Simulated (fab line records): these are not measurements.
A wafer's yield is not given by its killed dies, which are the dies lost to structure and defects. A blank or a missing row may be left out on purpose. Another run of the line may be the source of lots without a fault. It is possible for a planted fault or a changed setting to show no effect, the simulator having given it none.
fab line records	flow n5Finfet	part 1 of 2: steps 1 to 21 of 27
record: lots: 5	wafers: 15	lastDay: 16
route steps=1938 shown BEOL_M1@772
lots that met no fault: from a run of the same line without faults
startH: hours from the record's first day to the start of the lot's first wafer shown	waitH: how many hours have passed since the lot's step before this one	" repeats the value in the row above	L1.1+2: one row covering several wafers at once	- value missing, or start not given	* or withheld: withheld	< > ~ a bound
route shown NAME@n: a module of which the file shows steps, and the number in the route of the first	usual: the fault-free wafers' mean and standard deviation	same: alike in all rows	chamber/n: place in a boat	sites: each site's reading	_std_site: how widely they spread, as a standard deviation	_edge_site: outer sites' mean less inner sites'	radiusMm: for every site, how far away it sits from the centre of the wafer	mask NAME#n: copy n	behind: the tool/chamber that last shaped the wafer	hold: reason for holding the lot/hours on hold/outcome of the hold	device: the n, p or np transistor that did not switch	end of line: the route-end tests of the same wafers	where a step has no rows: the recipe by itself	killed: not the wafer's yield, but the dies lost to structure and defects at the first sort	map: dies across one wafer; x = killed, . = not, _ = none there
set.NAME: the setting that was run; set.NAME@STEP: the one run at that earlier step	model.NAME: the simulator's own value behind a step, which no gauge read
a table for each step, a row for each wafer; lots at some steps of the route
services: from which hour (startH, from the record's first day; less than 0 if before it) a tool's chamber was out of use, for how many hours, and why
== steps ==
step: N5_BEOL_M1_STRIP_75
recipe: chemistry: N2/H2	tempC: 40	n2FlowSccm: 200	h2FlowSccm: 200	rfFrequencyHz: 6e+07
lot.wafer	tool	chamber	startH	waitH
L075.2+3+4	rieDiel-02	1,0,2	130.37	0.0
L079.1+3+5	rieDiel-05	3,0,3	153.41	0.0
L087.2+3+6	rieDiel-05	2,0,1	203.69	0.0
L093.1+3+6	rieDiel-05	0,3,3	236.17	0.0
L094.3+5+6	rieDiel-03	2,3,2	237.49	0.0
step: N5_BEOL_M1_STRIP_66
recipe: chemistry: CF4	resist: SiARC	powerW: 300	biasPowerW: 75	pressureMtorr: 50	cf4FlowSccm: 150	rfFrequencyHz: 6e+07
usual: chamberPressureMTorr: 50.00/0.047	drypumpMotorCurrentA: 5.8/0.47	oesProductAu: 0.77/0.058	rfVppV: 271.0/1.2	showerheadPlenumPTorr: 1.79/0.045	throttleValvePct: 13.53/0.22
lot.wafer	tool	chamber	startH	waitH	chamberPressureMTorr	drypumpMotorCurrentA	oesProductAu	rfHoursCounterH	rfVppV	showerheadPlenumPTorr	throttleValvePct
L075.2	rieDiel-02	1	130.38	0.0	50.04	5.7	0.82	77	271.1	1.73	13.34
L075.3	"	0	"	"	49.99	5.4	0.89	33	271.7	1.74	12.91
L075.4	"	2	"	"	50.05	6.5	0.72	149	269.8	1.79	13.74
L079.1	rieDiel-05	3	153.42	0.0	50.00	6.4	0.82	77	269.7	1.76	13.70
L079.3	"	0	"	"	50.04	5.8	0.71	217	270.4	1.78	13.71
L079.5	"	3	"	"	50.02	6.4	0.82	-	269.6	1.76	13.70
L087.2	rieDiel-05	2	203.70	0.0	49.96	5.9	0.80	106	271.5	1.82	13.46
L087.3	"	0	"	"	50.00	5.8	0.71	228	270.8	1.78	13.72
L087.6	"	1	"	"	50.01	5.7	0.73	-	272.8	1.86	13.49
L093.1	rieDiel-05	0	236.18	0.0	50.02	5.8	0.70	239	271.2	1.78	13.76
L093.3	"	3	"	"	50.06	6.4	0.79	99	269.1	1.76	13.74
L093.6	"	3	"	"	50.03	6.4	0.80	-	270.2	1.75	13.75
L094.3	rieDiel-03	2	237.50	0.0	50.01	5.8	0.69	242	272.8	1.85	13.82
L094.5	"	3	"	"	50.05	6.7	0.78	-	272.9	1.83	13.50
L094.6	"	2	"	"	50.05	5.7	0.69	-	272.1	1.85	13.79
step: N5_BEOL_M1_HM_OPEN_17
recipe: chemistry: Cl2/BCl3	targetDepthA: 200	overetchA: 60	target: TiN	maskMaterial: SOC	ionEnergyEv: 150	pressureMtorr: 10	icpW: 1000	biasW: 126	Cl2_flow_sccm: 53.25	bcl3FlowSccm: 21.75	Ar_flow_sccm: 25
usual: chamberPressureMTorr: 9.999/0.0096	drypumpMotorCurrentA: 5.6/0.35	mfcCl2Sccm: 53.24/0.15	oes_ar_750_au: 0.85/0.1	oesProductAu: 0.73/0.085	throttleValvePct: 22.31/0.19
lot.wafer	tool	chamber	startH	waitH	chamberPressureMTorr	drypumpMotorCurrentA	mfcCl2Sccm	oes_ar_750_au	oesProductAu	rfHoursCounterH	throttleValvePct
L075.2	rieMetal-01	0	130.42	0.0	9.976	6.2	53.41	0.85	0.78	7	22.04
L075.3	"	1	"	"	10.002	5.5	53.21	0.97	0.80	-	22.42
L075.4	"	0	"	"	9.997	6.2	53.44	0.85	0.76	-	22.04
L079.1	rieMetal-03	0	153.46	0.0	10.000	5.2	53.13	0.59	0.51	133	22.51
L079.3	"	0	"	"	9.995	5.2	52.81	0.59	0.51	-	22.53
L079.5	"	0	"	"	9.975	5.2	53.10	0.60	0.50	-	22.53
L087.2	rieMetal-02	0	203.74	0.0	9.992	5.4	53.08	0.93	0.73	11	22.21
L087.3	"	0	"	"	10.000	5.4	53.19	0.93	0.74	-	22.23
L087.6	"	0	"	"	9.972	5.4	53.10	0.93	0.74	-	22.22
L093.1	rieMetal-03	1	236.22	0.0	10.015	5.5	53.20	0.82	0.72	18	22.55
L093.3	"	0	"	"	10.014	5.2	53.03	0.93	0.79	-	22.15
L093.6	"	1	"	"	10.015	5.5	53.21	0.82	0.74	-	22.51
L094.3	rieMetal-03	1	237.57	0.1	10.013	5.5	53.30	0.83	0.73	-	22.53
L094.5	"	1	"	"	9.990	5.6	53.15	0.82	0.74	-	22.53
L094.6	"	0	"	"	9.993	5.2	53.40	0.93	0.78	-	22.13
step: N5_BEOL_M1_STRIP_19
recipe: chemistry: O2	powerW: 400	tempC: 40	pressureMtorr: 30	rfFrequencyHz: 6e+07	biasPowerW: 0	overashFraction: 0.2	o2FlowSccm: 225
usual: chamberPressureMTorr: 30.00/0.031	drypumpMotorCurrentA: 5.7/0.49	oesProductAu: 0.80/0.061	rfVppV: 3.7/0.5	showerheadPlenumPTorr: 2.10/0.048	throttleValvePct: 16.62/0.22
lot.wafer	tool	chamber	startH	waitH	chamberPressureMTorr	drypumpMotorCurrentA	oesProductAu	rfHoursCounterH	rfVppV	showerheadPlenumPTorr	throttleValvePct
L075.2	rieDiel-02	3	130.60	0.2	30.00	5.4	0.77	148	3.8	2.10	16.86
L075.3	"	1	"	"	30.00	5.7	0.82	77	3.2	2.03	16.47
L075.4	"	0	"	"	29.98	5.4	0.90	33	3.4	2.08	16.27
L079.1	rieDiel-02	1	153.62	0.1	30.03	5.7	0.82	84	2.6	2.03	16.49
L079.3	"	2	"	"	29.94	6.5	0.74	156	4.1	2.13	17.00
L079.5	"	2	"	"	30.01	6.4	0.73	-	3.1	2.13	16.99
L087.2	rieDiel-03	1	204.06	0.3	30.05	4.8	0.89	25	4.0	2.14	16.47
L087.3	"	0	"	"	30.05	5.3	0.83	86	4.2	2.05	16.65
L087.6	"	1	"	"	29.95	4.8	0.90	-	4.5	2.14	16.48
L093.1	rieDiel-03	0	236.34	0.1	29.96	5.3	0.82	95	3.4	2.04	16.68
L093.3	"	1	"	"	30.00	4.8	0.88	33	3.2	2.14	16.48
L093.6	"	0	"	"	30.00	5.3	0.81	-	4.6	2.04	16.67
L094.3	rieDiel-03	1	237.65	0.1	30.02	4.8	0.87	33	3.5	2.14	16.47
L094.5	"	2	"	"	30.00	5.8	0.69	-	3.5	2.17	16.85
L094.6	"	1	"	"	30.01	4.8	0.88	-	4.5	2.14	16.52
step: N5_BEOL_M1_CD_MEAS_18
recipe: pitchNm: 36	targetCdNm: 18
usual: cdNm: 17.8/0.37
lot.wafer	tool	chamber	startH	waitH	cdNm
L075.2	cdSem-02	-	130.67	0.1	18.1
L075.3	"	-	"	"	18.0
L075.4	"	-	"	"	17.7
L079.1	cdSem-02	-	153.69	0.0	17.7
L079.3	"	-	"	"	17.9
L079.5	"	-	"	"	17.3
L087.2	cdSem-03	-	204.13	0.1	17.8
L087.3	"	-	"	"	18.1
L087.6	"	-	"	"	17.6
L093.1	cdSem-02	-	236.41	0.0	17.4
L093.3	"	-	"	"	17.9
L093.6	"	-	"	"	18.3
L094.3	cdSem-03	-	237.72	0.1	17.6
L094.5	"	-	"	"	18.6
L094.6	"	-	"	"	18.2
step: N5_BEOL_M1_COAT_67
recipe: resist: SOC	tempC: 250	timeS: 60	spinRpm: 1500	resistThkNm: 60
lot.wafer	tool	chamber	startH	waitH
L075.2+3+4	lithoTrack-04	0	130.71	0.0
L079.1+3+5	lithoTrack-03	0	153.73	0.0
L087.2+3+6	lithoTrack-03	0	204.17	0.0
L093.1+3+6	lithoTrack-02	0	236.45	0.0
L094.3+5+6	lithoTrack-04	0	237.76	0.0
step: N5_BEOL_M1_COAT_68
recipe: resist: SiARC	tempC: 220	timeS: 60	spinRpm: 1500	resistThkNm: 12
lot.wafer	tool	chamber	startH	waitH
L075.2+3+4	lithoTrack-04	0	-	-
L079.1+3+5	lithoTrack-03	0	-	-
L087.2+3+6	lithoTrack-03	0	-	-
L093.1+3+6	lithoTrack-02	0	-	-
L094.3+5+6	lithoTrack-04	0	-	-
step: N5_BEOL_M1_COAT_76
recipe: resist: underlayer	tempC: 205	timeS: 60	spinRpm: 1500	resistThkNm: 5
lot.wafer	tool	chamber	startH	waitH
L075.2+3+4	lithoTrack-04	0	-	-
L079.1+3+5	lithoTrack-03	0	-	-
L087.2+3+6	lithoTrack-03	0	-	-
L093.1+3+6	lithoTrack-02	0	-	-
L094.3+5+6	lithoTrack-04	0	-	-
step: N5_BEOL_M1_COAT_22
recipe: resist: CAR-EUV	spinRpm: 1500	resistThkNm: 30
lot.wafer	tool	chamber	startH	waitH
L075.2+3+4	lithoTrack-04	0	-	-
L079.1+3+5	lithoTrack-03	0	-	-
L087.2+3+6	lithoTrack-03	0	-	-
L093.1+3+6	lithoTrack-02	0	-	-
L094.3+5+6	lithoTrack-04	0	-	-
step: N5_BEOL_M1_EBR_24
recipe: solvent: PGMEA	ebrWidthMm: 1.5
lot.wafer	tool	chamber	startH	waitH
L075.2+3+4	lithoTrack-04	0	-	-
L079.1+3+5	lithoTrack-03	0	-	-
L087.2+3+6	lithoTrack-03	0	-	-
L093.1+3+6	lithoTrack-02	0	-	-
L094.3+5+6	lithoTrack-04	0	-	-
step: N5_BEOL_M1_SOFTBAKE_23
recipe: tempC: 110	timeS: 60	resist: CAR-EUV
lot.wafer	tool	chamber	startH	waitH
L075.2+3+4	lithoTrack-04	0	-	-
L079.1+3+5	lithoTrack-03	0	-	-
L087.2+3+6	lithoTrack-03	0	-	-
L093.1+3+6	lithoTrack-02	0	-	-
L094.3+5+6	lithoTrack-04	0	-	-
step: N5_BEOL_M1_EXPOSE_25
recipe: maskId: V0	na: 0.33	sourceShape: quasar	sigmaInner: 0.2	sigmaOuter: 0.8	polarization: unpolarized	defocusNm: 5	targetCdNm: 24	doseMj: 63
usual: stageMsdNm: 0.814/0.025
same: na: 0.33
lot.wafer	tool	chamber	startH	waitH	mask	stageMsdNm
L075.2	euvScanner-02	0	130.99	-	V0#0	0.837
L075.3	"	0	"	"	V0#0	0.841
L075.4	"	0	"	"	V0#0	0.840
L079.1	euvScanner-02	0	153.86	-	V0#0	0.840
L079.3	"	0	"	"	V0#0	0.840
L079.5	"	0	"	"	V0#0	0.841
L087.2	euvScanner-02	0	204.44	-	V0#0	0.832
L087.3	"	0	"	"	V0#0	0.834
L087.6	"	0	"	"	V0#0	0.830
L093.1	euvScanner-02	0	236.71	-	V0#0	0.832
L093.3	"	0	"	"	V0#0	0.831
L093.6	"	0	"	"	V0#0	0.827
L094.3	euvScanner-01	0	238.04	-	V0#0	0.785
L094.5	"	0	"	"	V0#0	0.785
L094.6	"	0	"	"	V0#0	0.787
step: N5_BEOL_M1_PEB_26
recipe: pebTempC: 100	pebTimeS: 60	resist: CAR-EUV
same: pebTimeS: 60
lot.wafer	tool	chamber	startH	waitH
L075.2+3+4	lithoTrack-02	0	131.06	0.1
L079.1+3+5	lithoTrack-02	0	153.94	0.1
L087.2+3+6	lithoTrack-03	0	204.51	0.1
L093.1+3+6	lithoTrack-03	0	236.79	0.1
L094.3+5+6	lithoTrack-03	0	238.10	0.1
step: N5_BEOL_M1_DEVELOP_27
recipe: developTimeS: 30	developer: TMAH	resist: CAR-EUV	rinseLiquid: surfactantRinse	dry: airSpin	devTempC: 23
lot.wafer	tool	chamber	startH	waitH
L075.2+3+4	lithoTrack-02	0	-	-
L079.1+3+5	lithoTrack-02	0	-	-
L087.2+3+6	lithoTrack-03	0	-	-
L093.1+3+6	lithoTrack-03	0	-	-
L094.3+5+6	lithoTrack-03	0	-	-
step: N5_BEOL_M1_CD_MEAS_28
recipe: landingEnergyEv: 500	detector: seInlens	targetCdYNm: 23.3
usual: cdNm: 24.00/0.27
same: landingEnergyEv: 500
lot.wafer	tool	chamber	startH	waitH	cdNm
L075.2	cdSem-01	0	131.12	-	23.82
L075.3	"	0	"	"	24.07
L075.4	"	0	"	"	24.06
L079.1	cdSem-03	0	154.01	-	23.90
L079.3	"	0	"	"	24.02
L079.5	"	0	"	"	23.85
L087.2	cdSem-03	0	204.58	-	23.55
L087.3	"	0	"	"	24.08
L087.6	"	0	"	"	23.81
L093.1	cdSem-01	0	236.85	-	23.83
L093.3	"	0	"	"	23.91
L093.6	"	0	"	"	24.30
L094.3	cdSem-01	0	238.17	-	24.12
L094.5	"	0	"	"	24.68
L094.6	"	0	"	"	23.95
step: N5_BEOL_M1_OVL_MEAS_29
recipe: pointsPerWafer: 522
usual: V0_OVL: 0.0/0.71
lot.wafer	tool	chamber	startH	waitH	V0_OVL[nm]
L075.2	overlay-01	0	131.16	0.0	-0.5
L075.3	"	0	"	"	-0.7
L075.4	"	0	"	"	0.1
L079.1	overlay-02	0	154.04	0.0	0.0
L079.3	"	0	"	"	-0.6
L079.5	"	0	"	"	0.1
L087.2	overlay-02	0	204.61	0.0	-0.5
L087.3	"	0	"	"	-0.1
L087.6	"	0	"	"	-0.4
L093.1	overlay-01	0	236.88	0.0	0.0
L093.3	"	0	"	"	-0.1
L093.6	"	0	"	"	0.0
L094.3	overlay-01	0	238.20	0.0	0.2
L094.5	"	0	"	"	0.3
L094.6	"	0	"	"	-0.1
step: N5_BEOL_M1_INSPECT_30
recipe: mode: adi	inspectInstrument: brightfield
usual: rawDefectCount: 391/84
lot.wafer	tool	chamber	startH	waitH	rawDefectCount
L075.2	defectInspect-01	-	131.21	0.0	309
L075.3	"	-	"	"	352
L075.4	"	-	"	"	392
L079.1	defectInspect-01	-	154.10	0.1	433
L079.3	"	-	"	"	460
L079.5	"	-	"	"	366
L087.2	defectInspect-01	-	204.66	0.0	464
L087.3	"	-	"	"	304
L087.6	"	-	"	"	413
L093.1	defectInspect-01	-	236.94	0.1	315
L093.3	"	-	"	"	295
L093.6	"	-	"	"	369
L094.3	defectInspect-01	-	238.25	0.0	330
L094.5	"	-	"	"	379
L094.6	"	-	"	"	281
step: N5_BEOL_M1_DESCUM_33
recipe: chemistry: O2	timeS: 7	sourcePowerW: 50	biasPowerW: 20	pressureMtorr: 20	rfFrequencyHz: 2.712e+07	tempC: 40	resist: CAR-EUV	o2FlowSccm: 225
usual: chamberPressureMTorr: 20.001/0.019	drypumpMotorCurrentA: 5.8/0.53	oesProductAu: 0.79/0.063	rfVppV: 243.2/1.2	showerheadPlenumPTorr: 2.10/0.048	throttleValvePct: 20.37/0.2
lot.wafer	tool	chamber	startH	waitH	chamberPressureMTorr	drypumpMotorCurrentA	oesProductAu	rfHoursCounterH	rfVppV	showerheadPlenumPTorr	throttleValvePct
L075.2	rieDiel-03	3	131.30	0.1	19.998	6.6	0.84	73	243.1	2.13	20.25
L075.3	"	1	"	"	20.027	4.8	0.96	2	245.1	2.15	20.17
L075.4	"	2	"	"	19.993	5.7	0.72	217	245.1	2.17	20.53
L079.1	rieDiel-05	3	154.13	0.0	20.022	6.4	0.85	77	243.7	2.06	20.74
L079.3	"	0	"	"	20.007	5.8	0.72	217	242.4	2.05	20.27
L079.5	"	1	"	"	20.009	5.7	0.75	-	243.6	2.17	20.19
L087.2	rieDiel-05	0	204.78	0.1	20.013	5.8	0.72	229	243.3	2.04	20.29
L087.3	"	1	"	"	20.017	5.7	0.73	168	244.2	2.16	20.21
L087.6	"	2	"	"	20.020	5.9	0.81	-	244.0	2.12	20.27
L093.1	rieDiel-03	0	237.18	0.2	20.005	5.3	0.80	95	241.6	2.04	20.51
L093.3	"	3	"	"	19.969	6.6	0.81	105	244.0	2.12	20.30
L093.6	"	0	"	"	20.012	5.3	0.81	-	242.5	2.04	20.50
L094.3	rieDiel-03	0	238.29	0.0	20.006	5.3	0.82	95	241.0	2.04	20.50
L094.5	"	0	"	"	20.002	5.3	0.81	-	241.7	2.04	20.49
L094.6	"	1	"	"	19.974	4.8	0.89	-	243.9	2.14	20.22
step: N5_BEOL_M1_ETCH_77
recipe: chemistry: N2/H2	target: underlayer	targetDepthA: 65	maskMaterial: CAR-EUV	timeS: 5.2	ionEnergyEv: 200	pressureMtorr: 30	sourceW: 840	biasW: 150	n2FlowSccm: 200	h2FlowSccm: 200	ends: cleared
usual: chamberPressureMTorr: 30.00/0.043	drypumpMotorCurrentA: 5.8/0.53	etchRfOnTimeS: 5.14/0.12	oesProductAu: 0.68/0.059	rfVppV: 524.0/2.2	showerheadPlenumPTorr: 2.55/0.053	throttleValvePct: 17.77/0.22
lot.wafer	tool	chamber	startH	waitH	chamberPressureMTorr	drypumpMotorCurrentA	etchRfOnTimeS	oesProductAu	rfHoursCounterH	rfVppV	showerheadPlenumPTorr	throttleValvePct
L075.2	rieDiel-03	3	131.33	0.0	30.05	6.7	5.04	0.72	73	524.5	2.58	17.67
L075.3	"	1	"	"	29.98	4.8	5.14	0.82	2	523.7	2.62	17.63
L075.4	"	2	"	"	30.01	5.8	5.30	0.60	217	524.8	2.61	17.82
L079.1	rieDiel-05	3	154.17	0.0	29.97	6.4	5.17	0.69	77	522.4	2.48	18.17
L079.3	"	0	"	"	29.96	5.8	5.37	0.61	217	522.2	2.51	17.96
L079.5	"	1	"	"	30.08	5.7	5.20	0.64	-	527.5	2.62	17.56
L087.2	rieDiel-05	0	204.81	0.0	30.02	5.9	5.34	0.60	229	522.3	2.50	17.95
L087.3	"	1	"	"	30.01	5.7	5.24	0.62	168	526.2	2.62	17.60
L087.6	"	2	"	"	29.99	5.9	5.03	0.70	-	525.5	2.54	17.49
L093.1	rieDiel-03	0	237.21	0.0	29.98	5.3	5.06	0.71	95	520.3	2.47	17.85
L093.3	"	3	"	"	29.98	6.6	4.97	0.69	105	522.0	2.56	17.73
L093.6	"	0	"	"	29.95	5.3	5.05	0.71	-	521.2	2.47	17.84
L094.3	rieDiel-03	0	238.32	0.0	29.95	5.3	5.06	0.71	95	522.3	2.47	17.86
L094.5	"	0	"	"	30.04	5.3	5.11	0.70	-	522.1	2.47	17.87
L094.6	"	1	"	"	29.96	4.8	5.06	0.75	-	525.0	2.60	17.69
step: N5_BEOL_M1_ETCH_69
recipe: chemistry: CF4	target: SiARC	targetDepthA: 156	maskMaterial: CAR-EUV	timeS: 26	ionEnergyEv: 80	pressureMtorr: 40	sourceW: 545	biasW: 36	Ar_flow_sccm: 100	cf4FlowSccm: 100	ends: cleared
usual: chamberPressureMTorr: 40.00/0.038	drypumpMotorCurrentA: 5.8/0.52	etchRfOnTimeS: 25.7/0.6	oesProductAu: 0.68/0.059	rfVppV: 184.0/0.88	showerheadPlenumPTorr: 2.15/0.045	throttleValvePct: 15.53/0.18
lot.wafer	tool	chamber	startH	waitH	chamberPressureMTorr	drypumpMotorCurrentA	etchRfOnTimeS	oesProductAu	rfHoursCounterH	rfVppV	showerheadPlenumPTorr	throttleValvePct
L075.2	rieDiel-03	3	131.35	0.0	40.02	6.7	25.2	0.71	73	183.8	2.17	15.37
L075.3	"	1	"	"	40.04	4.8	25.6	0.83	2	184.4	2.19	15.38
L075.4	"	2	"	"	40.03	5.7	26.2	0.60	217	184.7	2.21	15.73
L079.1	rieDiel-05	3	154.18	0.0	40.01	6.4	25.3	0.72	77	180.1	2.10	15.78
L079.3	"	0	"	"	40.00	5.8	27.0	0.61	217	184.5	2.12	15.69
L079.5	"	1	"	"	39.96	5.7	25.6	0.64	-	184.8	2.21	15.42
L087.2	rieDiel-05	0	204.83	0.0	40.01	5.9	26.6	0.60	229	183.5	2.12	15.70
L087.3	"	1	"	"	40.03	5.7	25.7	0.63	168	184.7	2.21	15.46
L087.6	"	2	"	"	39.99	5.9	25.1	0.70	-	183.2	2.16	15.41
L093.1	rieDiel-03	0	237.23	0.0	39.99	5.3	25.6	0.71	95	183.5	2.08	15.51
L093.3	"	3	"	"	40.01	6.6	25.1	0.69	105	183.5	2.16	15.44
L093.6	"	0	"	"	39.99	5.3	25.4	0.71	-	183.0	2.08	15.50
L094.3	rieDiel-03	0	238.34	0.0	39.96	5.3	25.6	0.70	95	183.3	2.08	15.50
L094.5	"	0	"	"	40.01	5.3	25.3	0.70	-	183.3	2.08	15.50
L094.6	"	1	"	"	39.99	4.8	25.5	0.75	-	184.8	2.18	15.44
step: N5_BEOL_M1_ALD_98
recipe: material: SiO2	targetThkA: 25	tempC: 100	aldPrecursorFamily: BDEAS	aldCoReactant: O2-plasma	pulseTimeS: 1	coReactantPulseTimeS: 1	purgeTimeS: 2	coReactantPurgeTimeS: 2	aldCycles: 17	pressureTorr: 2
usual: heaterPowerW: 78/5.6	precursorPulseHeightRel: 1.000/0.019	susceptorTempC: 99.99/0.13
same: coReactantPurgeTimeS: 2	pulseTimeS: 1
lot.wafer	tool	chamber	startH	waitH	heaterPowerW	precursorPulseHeightRel	susceptorTempC
L075.2	aldSin-01	2	131.43	0.1	79	1.008	99.67
L075.3	"	1	"	"	87	0.990	100.09
L075.4	"	3	"	"	84	0.960	100.03
L079.1	aldSin-02	3	154.43	0.2	70	0.981	99.83
L079.3	"	1	"	"	75	0.999	99.82
L079.5	"	1	"	"	74	1.027	99.95
L087.2	aldSin-01	1	204.91	0.1	78	0.988	99.82
L087.3	"	2	"	"	71	1.041	100.02
L087.6	"	3	"	"	83	1.030	99.93
L093.1	aldSin-01	1	237.40	0.1	82	1.015	99.92
L093.3	"	2	"	"	73	0.991	100.03
L093.6	"	0	"	"	65	1.017	99.89
L094.3	aldSin-02	1	238.42	0.1	76	1.015	100.02
L094.5	"	2	"	"	83	1.022	99.98
L094.6	"	0	"	"	83	0.978	99.99
